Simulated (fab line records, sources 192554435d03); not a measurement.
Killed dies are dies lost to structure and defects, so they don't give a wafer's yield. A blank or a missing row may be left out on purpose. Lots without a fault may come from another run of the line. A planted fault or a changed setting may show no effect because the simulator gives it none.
fab line records | flow n5_finfet
record lots=7 wafers=21
route steps=1938 shown WELL_APT@39 PMOS_HMC_CHANNEL_EPI@62 FIN_SAQP@109 DUMMY_GATE@222
start_h: hours from the record's first day to the start of the lot's first wafer shown | wait_h: hours since the lot's step before | " the same as in the row above | L1.1+2: a row that stands for several wafers | - no value, or no start given | * or withheld: withheld | < > ~ a bound
route shown NAME@n: a module of which the file shows steps, and the number in the route of the first | usual: mean/standard deviation of fault-free wafers | same: alike in all rows | chamber/n: place in a boat | sites: the reading at each site | _std_site: their standard deviation | _edge_site: outer sites' mean less inner sites' | radius_mm: how far each site lies from the wafer's centre | mask NAME#n: copy n | behind: the tool/chamber that last shaped the wafer | hold: why the lot was held/for how many hours/how that ended | device: the transistor (n, p or np) that didn't switch | end of line: the same wafers' tests at the end of the route | a step without rows: its recipe alone | killed: dies lost to structure and defects at the first sort, not the wafer's yield | map: a wafer's dies, x killed, . not, _ none there
set.NAME: the setting as run; set.NAME@STEP: as run at that earlier step | model.NAME: the simulator's own value behind a step, which no gauge read
lots whose settings were changed on purpose; a table a step, a row a wafer
## steps
# step N5_WELL_APT_EXPOSE_22
# recipe mask_id=PWELL na=0.8 source_shape=conventional sigma_outer=0.8 polarization=unpolarized defocus_nm=0 target_cd_nm=200 dose_mj=23.2
# columns lot.wafer tool chamber start_h wait_h mask set.dose_mj
L079.3+4+6 krf_scanner-01 0 44.86 - PWELL#0 23.2
L085.1+4 krf_scanner-01 0 80.90 - PWELL#0 23.2
L085.5 " 0 " " PWELL#0 24.48
L087.2+3+5 krf_scanner-01 0 92.55 - PWELL#0 23.2
L089.3+5 krf_scanner-02 0 104.66 - PWELL#0 24.1
L089.6 " 0 " " PWELL#0 23.2
L090.2+5+6 krf_scanner-01 0 110.78 - PWELL#0 23.2
L094.1+4 krf_scanner-01 0 134.77 - PWELL#0 22.1
L094.6 " 0 " " PWELL#0 23.2
L097.2 krf_scanner-02 0 152.76 - PWELL#0 23.2
L097.3+6 " 0 " " PWELL#0 24.35
# step N5_WELL_APT_DEVELOP_24
# recipe develop_time_s=45 rinse_liquid=surfactant_rinse dry=air_spin dev_temp_c=21
# columns lot.wafer tool chamber start_h wait_h set.develop_time_s
L079.3 litho_track-01 0 - - 45
L079.4+6 " 0 " " 48.67
L085.1+5 litho_track-02 0 - - 45
L085.4 " 0 " " 50.21
L087.2+3+5 litho_track-02 0 - - 45
L089.3+5+6 litho_track-02 0 - - 45
L090.2+5+6 litho_track-04 0 - - 54.02
L094.1+4+6 litho_track-01 0 - - 45
L097.2+3 litho_track-01 0 - - 45
L097.6 " 0 " " 52.05
# step N5_WELL_APT_HARDBAKE_29
# recipe temp_c=130 time_s=120
# step N5_WELL_APT_CD_MEAS_25
# recipe target_cd_nm=200 landing_energy_ev=500 detector=se_inlens
# usual cd_nm=199.7/1.4
# columns lot.wafer tool chamber start_h wait_h set.dose_mj@WELL_APT_EXPOSE_22 cd_nm
L079.3 cd_sem-01 0 45.03 - 23.2 200.0
L079.4 " 0 " " 23.2 198.1
L079.6 " 0 " " 23.2 198.3
L085.1 cd_sem-01 0 81.07 - 23.2 199.2
L085.4 " 0 " " 23.2 201.4
L085.5 " 0 " " 24.48 209.9
L087.2 cd_sem-02 0 92.72 - 23.2 200.9
L087.3 " 0 " " 23.2 200.5
L087.5 " 0 " " 23.2 199.4
L089.3 cd_sem-03 0 104.83 - 24.1 208.2
L089.5 " 0 " " 24.1 206.9
L089.6 " 0 " " 23.2 200.1
L090.2 cd_sem-02 0 110.95 - 23.2 199.9
L090.5 " 0 " " 23.2 200.2
L090.6 " 0 " " 23.2 199.0
L094.1 cd_sem-02 0 134.95 - 22.1 193.5
L094.4 " 0 " " 22.1 190.7
L094.6 " 0 " " 23.2 200.6
L097.2 cd_sem-01 0 152.93 - 23.2 200.6
L097.3 " 0 " " 24.35 207.8
L097.6 " 0 " " 24.35 210.3
# step N5_WELL_APT_DESCUM_30
# recipe chemistry=O2 time_s=7.9 source_power_w=50 bias_power_w=20 pressure_mtorr=20 rf_frequency_hz=2.712e+07 temp_c=40 o2_flow_sccm=225
# columns lot.wafer tool chamber start_h wait_h set.dose_mj@WELL_APT_EXPOSE_22 model.WELL_APT.cd_nm
L079.3 rie_diel-05 0 45.11 0.0 23.2 199.6
L079.4 " 2 " " 23.2 198.3
L079.6 " 2 " " 23.2 198.7
L085.1 rie_diel-05 0 81.17 0.0 23.2 198.8
L085.4 " 3 " " 23.2 201.1
L085.5 " 1 " " 24.48 209.9
L087.2 rie_diel-04 2 92.80 0.0 23.2 200.7
L087.3 " 1 " " 23.2 200.4
L087.5 " 2 " " 23.2 199.2
L089.3 rie_diel-04 1 104.97 0.1 24.1 207.8
L089.5 " 0 " " 24.1 206.9
L089.6 " 1 " " 23.2 200
L090.2 rie_diel-04 2 111.04 0.0 23.2 199.5
L090.5 " 0 " " 23.2 200.5
L090.6 " 3 " " 23.2 198.9
L094.1 rie_diel-04 1 135.04 0.0 22.1 193.3
L094.4 " 2 " " 22.1 190.4
L094.6 " 1 " " 23.2 200.7
L097.2 rie_diel-04 1 153.04 0.1 23.2 200.5
L097.3 " 0 " " 24.35 207.8
L097.6 " 0 " " 24.35 210.3
# step N5_PMOS_HMC_CHANNEL_EPI_EXPOSE_06
# recipe mask_id=PMOS_HMC_BLK na=1.35 source_shape=conventional sigma_outer=0.8 polarization=unpolarized target_cd_nm=240 dose_mj=41
# columns lot.wafer tool chamber start_h wait_h mask set.dose_mj
L079.3+6 arfi_scanner-03 0 47.17 - PMOS_HMC_BLK#0 41
L079.4 " 0 " " PMOS_HMC_BLK#0 39.21
L085.1+4+5 arfi_scanner-03 0 83.28 - PMOS_HMC_BLK#0 41
L087.2+3+5 arfi_scanner-01 0 94.77 - PMOS_HMC_BLK#0 41
L089.3+6 arfi_scanner-01 0 107.17 - PMOS_HMC_BLK#0 41
L089.5 " 0 " " PMOS_HMC_BLK#0 43.48
L090.2 arfi_scanner-03 0 113.19 - PMOS_HMC_BLK#0 41
L090.5+6 " 0 " " PMOS_HMC_BLK#0 39.05
L094.1+4 arfi_scanner-01 0 137.04 - PMOS_HMC_BLK#0 39.08
L094.6 " 0 " " PMOS_HMC_BLK#0 41
L097.2+6 arfi_scanner-02 0 154.93 - PMOS_HMC_BLK#0 41
L097.3 " 0 " " PMOS_HMC_BLK#0 39.92
# step N5_PMOS_HMC_CHANNEL_EPI_PEB_07
# recipe peb_temp_c=110 peb_time_s=60 resist=CAR-ArF-block
# columns lot.wafer tool chamber start_h wait_h set.peb_temp_c
L079.3+4+6 litho_track-02 0 47.22 0.0 110
L085.1+5 litho_track-03 0 83.34 0.1 110
L085.4 " 0 " " 113.7
L087.2+3+5 litho_track-03 0 94.82 0.0 110
L089.3 litho_track-03 0 107.21 0.0 110
L089.5+6 " 0 " " 112.2
L090.2+6 litho_track-03 0 113.25 0.0 111.6
L090.5 " 0 " " 110
L094.1+6 litho_track-05 0 137.10 0.1 110
L094.4 " 0 " " 111
L097.2+3+6 litho_track-02 0 154.99 0.1 110
# step N5_PMOS_HMC_CHANNEL_EPI_DEVELOP_08
# recipe develop_time_s=30 developer=TMAH resist=CAR-ArF-block dev_temp_c=23 rinse_liquid=diw dry=air_spin
# step N5_PMOS_HMC_CHANNEL_EPI_CD_MEAS_09
# recipe target_cd_nm=237.4 landing_energy_ev=500 detector=se_inlens
# usual cd_nm=237.4/0.88
# columns lot.wafer tool chamber start_h wait_h set.dose_mj@PMOS_HMC_CHANNEL_EPI_EXPOSE_06 set.peb_temp_c@PMOS_HMC_CHANNEL_EPI_PEB_07 cd_nm
L079.3 cd_sem-01 0 47.29 - 41 110 237.5
L079.4 " 0 " " 39.21 110 234.8
L079.6 " 0 " " 41 110 237.4
L085.1 cd_sem-03 0 83.41 - 41 110 237.3
L085.4 " 0 " " 41 113.7 247.0
L085.5 " 0 " " 41 110 238.0
L087.2 cd_sem-02 0 94.89 - 41 110 238.4
L087.3 " 0 " " 41 110 236.7
L087.5 " 0 " " 41 110 237.5
L089.3 cd_sem-02 0 107.28 - 41 110 238.1
L089.5 " 0 " " 43.48 112.2 248.8
L089.6 " 0 " " 41 112.2 243.9
L090.2 cd_sem-02 0 113.31 - 41 111.6 242.4
L090.5 " 0 " " 39.05 110 232.7
L090.6 " 0 " " 39.05 111.6 238.8
L094.1 cd_sem-03 0 137.16 - 39.08 110 233.2
L094.4 " 0 " " 39.08 111 237.5
L094.6 " 0 " " 41 110 239.1
L097.2 cd_sem-02 0 155.06 - 41 110 236.7
L097.3 " 0 " " 39.92 110 235.0
L097.6 " 0 " " 41 110 236.6
# step N5_PMOS_HMC_CHANNEL_EPI_DESCUM_14
# recipe chemistry=O2 time_s=7.9 source_power_w=50 bias_power_w=20 pressure_mtorr=20 rf_frequency_hz=2.712e+07 temp_c=40 resist=CAR-ArF-block o2_flow_sccm=225
# columns lot.wafer tool chamber start_h wait_h set.dose_mj@PMOS_HMC_CHANNEL_EPI_EXPOSE_06 set.peb_temp_c@PMOS_HMC_CHANNEL_EPI_PEB_07 model.PMOS_HMC_CHANNEL_EPI.cd_nm
L079.3 rie_diel-02 1 47.38 0.0 41 110 237.4
L079.4 " 2 " " 39.21 110 234.5
L079.6 " 2 " " 41 110 237.5
L085.1 rie_diel-01 2 83.49 0.0 41 110 237.4
L085.4 " 1 " " 41 113.7 247.4
L085.5 " 2 " " 41 110 238.1
L087.2 rie_diel-02 0 94.97 0.0 41 110 237.9
L087.3 " 2 " " 41 110 236.4
L087.5 " 1 " " 41 110 237.3
L089.3 rie_diel-06 1 107.41 0.1 41 110 238
L089.5 " 2 " " 43.48 112.2 249
L089.6 " 3 " " 41 112.2 244
L090.2 rie_diel-06 2 113.57 0.2 41 111.6 242.2
L090.5 " 3 " " 39.05 110 232.8
L090.6 " 0 " " 39.05 111.6 238.6
L094.1 rie_diel-02 2 137.25 0.0 39.08 110 233.3
L094.4 " 3 " " 39.08 111 238
L094.6 " 3 " " 41 110 238.8
L097.2+6 rie_diel-02 0,2 155.14 0.0 41 110 236.8
L097.3 " 2 " " 39.92 110 234.9
# step N5_PMOS_HMC_CHANNEL_EPI_ETCH_32
# recipe chemistry=N2/H2 target=BARC stop_on=SiO2 target_depth_a=858 over_etch_frac=0.3 time_s=50.3 ion_energy_ev=200 mask_material=CAR-ArF-block pressure_mtorr=30 source_w=840 bias_w=150 n2_flow_sccm=200 h2_flow_sccm=200
# columns lot.wafer tool chamber start_h wait_h set.dose_mj@PMOS_HMC_CHANNEL_EPI_EXPOSE_06 set.peb_temp_c@PMOS_HMC_CHANNEL_EPI_PEB_07 model.PMOS_HMC_CHANNEL_EPI.cd_nm
L079.3 rie_diel-02 1 47.41 0.0 41 110 239.9
L079.4 " 2 " " 39.21 110 236.8
L079.6 " 2 " " 41 110 239.8
L085.1 rie_diel-01 2 83.53 0.0 41 110 239.4
L085.4 " 1 " " 41 113.7 250.1
L085.5 " 2 " " 41 110 240.5
L087.2 rie_diel-02 0 95.01 0.0 41 110 240.8
L087.3 " 2 " " 41 110 239.5
L087.5 " 1 " " 41 110 239.9
L089.3 rie_diel-06 1 107.44 0.0 41 110 241.3
L089.5 " 2 " " 43.48 112.2 252
L089.6 " 3 " " 41 112.2 246.6
L090.2 rie_diel-06 2 113.61 0.0 41 111.6 244.4
L090.5 " 3 " " 39.05 110 234.4
L090.6 " 0 " " 39.05 111.6 240.9
L094.1 rie_diel-02 2 137.29 0.0 39.08 110 236.4
L094.4 " 3 " " 39.08 111 240.6
L094.6 " 3 " " 41 110 241.5
L097.2 rie_diel-02 0 155.18 0.0 41 110 238.8
L097.3 " 2 " " 39.92 110 237.4
L097.6 " 2 " " 41 110 239.4
# step N5_PMOS_HMC_CHANNEL_EPI_HM_OPEN_15
# recipe chemistry=CHF3/O2 target=SiO2 mask_material=CAR-ArF-block target_depth_a=406 CHF3_flow_sccm=50 O2_flow_sccm=5 Ar_flow_sccm=200 time_s=20.3 pressure_mtorr=30 source_w=650 bias_w=170 ion_energy_ev=200
# columns lot.wafer tool chamber start_h wait_h set.dose_mj@PMOS_HMC_CHANNEL_EPI_EXPOSE_06 set.peb_temp_c@PMOS_HMC_CHANNEL_EPI_PEB_07 model.PMOS_HMC_CHANNEL_EPI.cd_nm
L079.3 rie_diel-02 1 47.45 0.0 41 110 239.9
L079.4 " 2 " " 39.21 110 236.9
L079.6 " 2 " " 41 110 239.8
L085.1 rie_diel-01 2 83.57 0.0 41 110 239.4
L085.4 " 1 " " 41 113.7 250.1
L085.5 " 2 " " 41 110 240.5
L087.2 rie_diel-02 0 95.05 0.0 41 110 240.8
L087.3 " 2 " " 41 110 239.5
L087.5 " 1 " " 41 110 239.9
L089.3 rie_diel-06 1 107.48 0.0 41 110 241.3
L089.5 " 2 " " 43.48 112.2 252
L089.6 " 3 " " 41 112.2 246.6
L090.2 rie_diel-06 2 113.65 0.0 41 111.6 244.4
L090.5 " 3 " " 39.05 110 234.4
L090.6 " 0 " " 39.05 111.6 240.8
L094.1 rie_diel-02 2 137.33 0.0 39.08 110 236.4
L094.4 " 3 " " 39.08 111 240.5
L094.6 " 3 " " 41 110 241.5
L097.2 rie_diel-02 0 155.22 0.0 41 110 238.8
L097.3 " 2 " " 39.92 110 237.4
L097.6 " 2 " " 41 110 239.5
# step N5_PMOS_HMC_CHANNEL_EPI_STRIP_33
# recipe chemistry=N2/H2 power_w=500 temp_c=40 pressure_mtorr=50 rf_frequency_hz=6e+07 overash_fraction=0.3 bias_power_w=8 h2_frac=0.5 n2_flow_sccm=300 h2_flow_sccm=300
# step N5_PMOS_HMC_CHANNEL_EPI_STRIP_17
# recipe chemistry=SPM time_s=750 temp_c=130 h2so4_h2o2_vol_ratio=4 dry=ipa_marangoni
# step N5_PMOS_HMC_CHANNEL_EPI_ETCH_38
# recipe chemistry=CF4 target=SiO2 target_depth_a=15 ion_energy_ev=350 pressure_mtorr=10 icp_w=800 bias_w=400 cf4_flow_sccm=80
# columns lot.wafer tool chamber start_h wait_h set.dose_mj@PMOS_HMC_CHANNEL_EPI_EXPOSE_06 set.peb_temp_c@PMOS_HMC_CHANNEL_EPI_PEB_07 model.PMOS_HMC_CHANNEL_EPI.cd_nm
L079.3 rie_si-01 3 47.83 0.0 41 110 239.8
L079.4 " 0 " " 39.21 110 236.9
L079.6 " 3 " " 41 110 239.7
L085.1 rie_si-01 0 83.93 0.0 41 110 239.4
L085.4 " 3 " " 41 113.7 250
L085.5 " 2 " " 41 110 240.5
L087.2 rie_si-03 3 95.41 0.0 41 110 240.8
L087.3 " 2 " " 41 110 239.5
L087.5 " 1 " " 41 110 239.9
L089.3 rie_si-03 0 107.85 0.0 41 110 241.3
L089.5 " 0 " " 43.48 112.2 252
L089.6 " 3 " " 41 112.2 246.6
L090.2 rie_si-01 2 114.01 0.0 41 111.6 244.4
L090.5 " 2 " " 39.05 110 234.4
L090.6 " 3 " " 39.05 111.6 240.7
L094.1 rie_si-04 0 137.69 0.0 39.08 110 236.4
L094.4 " 1 " " 39.08 111 240.5
L094.6 " 0 " " 41 110 241.5
L097.2 rie_si-03 1 155.59 0.0 41 110 238.8
L097.3 " 3 " " 39.92 110 237.4
L097.6 " 0 " " 41 110 239.4
# step N5_PMOS_HMC_CHANNEL_EPI_FIN_RECESS_16
# recipe chemistry=HBr/Cl2 target=Si mask_material=SiO2 target_depth_a=540 time_s=18 pressure_mtorr=10 icp_w=800 bias_w=75 HBr_flow_sccm=150 Cl2_flow_sccm=80
# columns lot.wafer tool chamber start_h wait_h set.dose_mj@PMOS_HMC_CHANNEL_EPI_EXPOSE_06 set.peb_temp_c@PMOS_HMC_CHANNEL_EPI_PEB_07 model.PMOS_HMC_CHANNEL_EPI.cd_nm
L079.3 rie_si-01 3 47.85 0.0 41 110 239.8
L079.4 " 0 " " 39.21 110 236.9
L079.6 " 3 " " 41 110 239.7
L085.1 rie_si-01 0 83.95 0.0 41 110 239.4
L085.4 " 3 " " 41 113.7 250
L085.5 " 2 " " 41 110 240.4
L087.2 rie_si-03 3 95.43 0.0 41 110 240.8
L087.3 " 2 " " 41 110 239.5
L087.5 " 1 " " 41 110 239.9
L089.3 rie_si-03 0 107.87 0.0 41 110 241.3
L089.5 " 0 " " 43.48 112.2 252.1
L089.6 " 3 " " 41 112.2 246.6
L090.2 rie_si-01 2 114.03 0.0 41 111.6 244.4
L090.5 " 2 " " 39.05 110 234.5
L090.6 " 3 " " 39.05 111.6 240.7
L094.1 rie_si-04 0 137.71 0.0 39.08 110 236.5
L094.4 " 1 " " 39.08 111 240.4
L094.6 " 0 " " 41 110 241.6
L097.2 rie_si-03 1 155.61 0.0 41 110 238.9
L097.3 " 3 " " 39.92 110 237.3
L097.6 " 0 " " 41 110 239.4
# step N5_FIN_SAQP_PEB_14
# recipe peb_temp_c=withheld peb_time_s=60 resist=CAR-ArF
# columns lot.wafer tool chamber start_h wait_h set.peb_time_s
L079.3+4+6 litho_track-01 0 51.40 0.0 60
L085.1 litho_track-04 0 87.65 0.1 60
L085.4+5 " 0 " " 55.95
L087.2+3+5 litho_track-04 0 100.77 0.0 60
L089.3+6 litho_track-01 0 111.30 0.0 60
L089.5 " 0 " " 49.25
L090.2+5+6 litho_track-05 0 118.25 0.0 60
L094.1+6 litho_track-05 0 141.28 0.1 51.24
L094.4 " 0 " " 60
L097.2+3+6 litho_track-04 0 159.50 0.0 60
# step N5_FIN_SAQP_DEVELOP_15
# recipe develop_time_s=30 developer=TMAH resist=CAR-ArF dev_temp_c=23 rinse_liquid=diw dry=air_spin
# step N5_FIN_SAQP_CD_MEAS_16
# recipe target_cd_nm=35.6 landing_energy_ev=500 detector=se_inlens
# usual cd_nm=35.69/0.27
# columns lot.wafer tool chamber start_h wait_h set.peb_time_s@FIN_SAQP_PEB_14 cd_nm
L079.3 cd_sem-02 0 51.47 - 60 35.33
L079.4 " 0 " " 60 35.50
L079.6 " 0 " " 60 35.43
L085.1 cd_sem-02 0 87.72 - 60 35.74
L085.4 " 0 " " 55.95 36.29
L085.5 " 0 " " 55.95 36.57
L087.2 cd_sem-03 0 100.84 - 60 35.88
L087.3 " 0 " " 60 35.72
L087.5 " 0 " " 60 35.35
L089.3 cd_sem-01 0 111.37 - 60 35.94
L089.5 " 0 " " 49.25 38.27
L089.6 " 0 " " 60 35.44
L090.2 cd_sem-01 0 118.32 - 60 36.47
L090.5 " 0 " " 60 36.02
L090.6 " 0 " " 60 36.00
L094.1 cd_sem-03 0 141.35 - 51.24 37.56
L094.4 " 0 " " 60 35.49
L094.6 " 0 " " 51.24 38.14
L097.2 cd_sem-02 0 159.57 - 60 36.00
L097.3 " 0 " " 60 35.96
L097.6 " 0 " " 60 35.44
# step N5_FIN_SAQP_DESCUM_21
# recipe chemistry=O2 time_s=7.9 source_power_w=50 bias_power_w=20 pressure_mtorr=20 rf_frequency_hz=2.712e+07 temp_c=40 resist=CAR-ArF o2_flow_sccm=225
# columns lot.wafer tool chamber start_h wait_h set.time_s model.CAR-ArF_of_FIN_SAQP_COAT_10.thk_nm
L079.3 rie_diel-03 0 51.57 0.0 7.9 83.02
L079.4 " 1 " " 7.9 83.17
L079.6 " 3 " " 7.9 83.06
L085.1 rie_diel-04 1 87.82 0.0 6.454 84.38
L085.4 " 0 " " 6.454 84.3
L085.5 " 2 " " 7.9 83.7
L087.2 rie_diel-03 3 100.93 0.0 7.9 83.84
L087.3 " 1 " " 7.9 83.86
L087.5 " 0 " " 7.9 83.76
L089.3 rie_diel-05 0 111.46 0.0 6.618 84.2
L089.5 " 2 " " 6.618 84.34
L089.6 " 3 " " 7.9 83.48
L090.2 rie_diel-05 2 118.57 0.2 7.9 83.52
L090.5 " 3 " " 7.9 83.26
L090.6 " 2 " " 7.9 83.47
L094.1 rie_diel-05 3 141.47 0.1 9.587 83.08
L094.4 " 1 " " 7.9 83.81
L094.6 " 2 " " 7.9 84.02
L097.2 rie_diel-04 0 159.67 0.0 7.9 83.74
L097.3 " 3 " " 6.221 84.6
L097.6 " 0 " " 7.9 83.89
# step N5_FIN_SAQP_ETCH_51
# recipe chemistry=CF4 target=SiARC target_depth_a=455 mask_material=CAR-ArF time_s=75.8 ion_energy_ev=80 pressure_mtorr=40 source_w=545 bias_w=36 Ar_flow_sccm=100 cf4_flow_sccm=100 ends=cleared
# columns lot.wafer tool chamber start_h wait_h set.time_s@FIN_SAQP_DESCUM_21 model.CAR-ArF_of_FIN_SAQP_COAT_10.thk_nm
L079.3 rie_diel-03 0 51.60 0.0 7.9 50.41
L079.4 " 1 " " 7.9 50.64
L079.6 " 3 " " 7.9 50.44
L085.1 rie_diel-04 1 87.85 0.0 6.454 51.78
L085.4 " 0 " " 6.454 51.65
L085.5 " 2 " " 7.9 50.94
L087.2 rie_diel-03 3 100.97 0.0 7.9 51.22
L087.3 " 1 " " 7.9 51.27
L087.5 " 0 " " 7.9 51.04
L089.3 rie_diel-05 0 111.50 0.0 6.618 51.53
L089.5 " 2 " " 6.618 51.65
L089.6 " 3 " " 7.9 50.81
L090.2 rie_diel-05 2 118.60 0.0 7.9 50.99
L090.5 " 3 " " 7.9 50.66
L090.6 " 2 " " 7.9 50.9
L094.1 rie_diel-05 3 141.50 0.0 9.587 50.37
L094.4 " 1 " " 7.9 51.13
L094.6 " 2 " " 7.9 51.34
L097.2 rie_diel-04 0 159.70 0.0 7.9 51.01
L097.3 " 3 " " 6.221 51.85
L097.6 " 0 " " 7.9 51.16
# step N5_DUMMY_GATE_COAT_34
# recipe resist=SOC temp_c=250 time_s=60 spin_rpm=1500 resist_thk_nm=60
# columns lot.wafer tool chamber start_h wait_h set.spin_rpm model.SOC_of_DUMMY_GATE_COAT_34.thk_nm
L079.3+4 litho_track-04 0 76.06 0.0 1500 60.4
L079.6 " 0 " " 1646 57.4
L085.1+4+5 litho_track-05 0 113.36 0.0 1500 60.2
L087.2 litho_track-05 0 124.33 0.0 1500 60
L087.3+5 " 0 " " 1500 60.2
L089.3 litho_track-03 0 137.85 0.0 1500 60
L089.5+6 " 0 " " 1500 59.8
L090.2 litho_track-05 0 142.05 0.0 1500 60.2
L090.5+6 " 0 " " 1419 61.8
L094.1+4 litho_track-04 0 164.98 0.0 1500 60.2
L094.6 " 0 " " 1425 61.8
L097.2 litho_track-04 0 183.59 0.0 1500 60
L097.3+6 " 0 " " 1599 58
## key
split step=N5_WELL_APT_EXPOSE_22 setting=dose_mj stated=23.2 by=wafer
response step=N5_WELL_APT_CD_MEAS_25 reading=cd_nm change=+1.77 per=1% r=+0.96
response step=N5_WELL_APT_DESCUM_30 reading=model.WELL_APT.cd_nm change=+1.81 per=1% r=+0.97
split step=N5_WELL_APT_DEVELOP_24 setting=develop_time_s stated=45 by=wafer
response none clear
split step=N5_PMOS_HMC_CHANNEL_EPI_EXPOSE_06 setting=dose_mj stated=41 by=wafer
response step=N5_PMOS_HMC_CHANNEL_EPI_CD_MEAS_09 reading=cd_nm slope=+0.845 per=1% together_with=peb_temp_c@PMOS_HMC_CHANNEL_EPI_PEB_07 explained=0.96
response step=N5_PMOS_HMC_CHANNEL_EPI_DESCUM_14 reading=model.PMOS_HMC_CHANNEL_EPI.cd_nm slope=+0.834 per=1% together_with=peb_temp_c@PMOS_HMC_CHANNEL_EPI_PEB_07 explained=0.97
response step=N5_PMOS_HMC_CHANNEL_EPI_ETCH_32 reading=model.PMOS_HMC_CHANNEL_EPI.cd_nm slope=+0.837 per=1% together_with=peb_temp_c@PMOS_HMC_CHANNEL_EPI_PEB_07 explained=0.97
response step=N5_PMOS_HMC_CHANNEL_EPI_HM_OPEN_15 reading=model.PMOS_HMC_CHANNEL_EPI.cd_nm slope=+0.839 per=1% together_with=peb_temp_c@PMOS_HMC_CHANNEL_EPI_PEB_07 explained=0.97
response step=N5_PMOS_HMC_CHANNEL_EPI_ETCH_38 reading=model.PMOS_HMC_CHANNEL_EPI.cd_nm slope=+0.839 per=1% together_with=peb_temp_c@PMOS_HMC_CHANNEL_EPI_PEB_07 explained=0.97
response step=N5_PMOS_HMC_CHANNEL_EPI_FIN_RECESS_16 reading=model.PMOS_HMC_CHANNEL_EPI.cd_nm slope=+0.842 per=1% together_with=peb_temp_c@PMOS_HMC_CHANNEL_EPI_PEB_07 explained=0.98
split step=N5_PMOS_HMC_CHANNEL_EPI_PEB_07 setting=peb_temp_c stated=110 by=wafer
response step=N5_PMOS_HMC_CHANNEL_EPI_DESCUM_14 reading=model.PMOS_HMC_CHANNEL_EPI.cd_nm change=+3.41 per=1% r=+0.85
response step=N5_PMOS_HMC_CHANNEL_EPI_ETCH_32 reading=model.PMOS_HMC_CHANNEL_EPI.cd_nm change=+3.49 per=1% r=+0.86
response step=N5_PMOS_HMC_CHANNEL_EPI_CD_MEAS_09 reading=cd_nm slope=+2.99 per=1% together_with=dose_mj@PMOS_HMC_CHANNEL_EPI_EXPOSE_06 explained=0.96
response step=N5_PMOS_HMC_CHANNEL_EPI_HM_OPEN_15 reading=model.PMOS_HMC_CHANNEL_EPI.cd_nm slope=+3.13 per=1% together_with=dose_mj@PMOS_HMC_CHANNEL_EPI_EXPOSE_06 explained=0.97
response step=N5_PMOS_HMC_CHANNEL_EPI_ETCH_38 reading=model.PMOS_HMC_CHANNEL_EPI.cd_nm slope=+3.12 per=1% together_with=dose_mj@PMOS_HMC_CHANNEL_EPI_EXPOSE_06 explained=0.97
response step=N5_PMOS_HMC_CHANNEL_EPI_FIN_RECESS_16 reading=model.PMOS_HMC_CHANNEL_EPI.cd_nm slope=+3.12 per=1% together_with=dose_mj@PMOS_HMC_CHANNEL_EPI_EXPOSE_06 explained=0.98
split step=N5_FIN_SAQP_PEB_14 setting=peb_time_s stated=60 by=wafer
response step=N5_FIN_SAQP_CD_MEAS_16 reading=cd_nm change=-0.147 per=1% r=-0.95
split step=N5_FIN_SAQP_DESCUM_21 setting=time_s stated=7.9 by=wafer
response step=N5_FIN_SAQP_DESCUM_21 reading=model.CAR-ArF_of_FIN_SAQP_COAT_10.thk_nm change=-0.0393 per=1% r=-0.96
response step=N5_FIN_SAQP_ETCH_51 reading=model.CAR-ArF_of_FIN_SAQP_COAT_10.thk_nm change=-0.0408 per=1% r=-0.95
split step=N5_DUMMY_GATE_COAT_34 setting=spin_rpm stated=1500 by=wafer
response step=N5_DUMMY_GATE_COAT_34 reading=model.SOC_of_DUMMY_GATE_COAT_34.thk_nm change=-0.307 per=1% r=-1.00
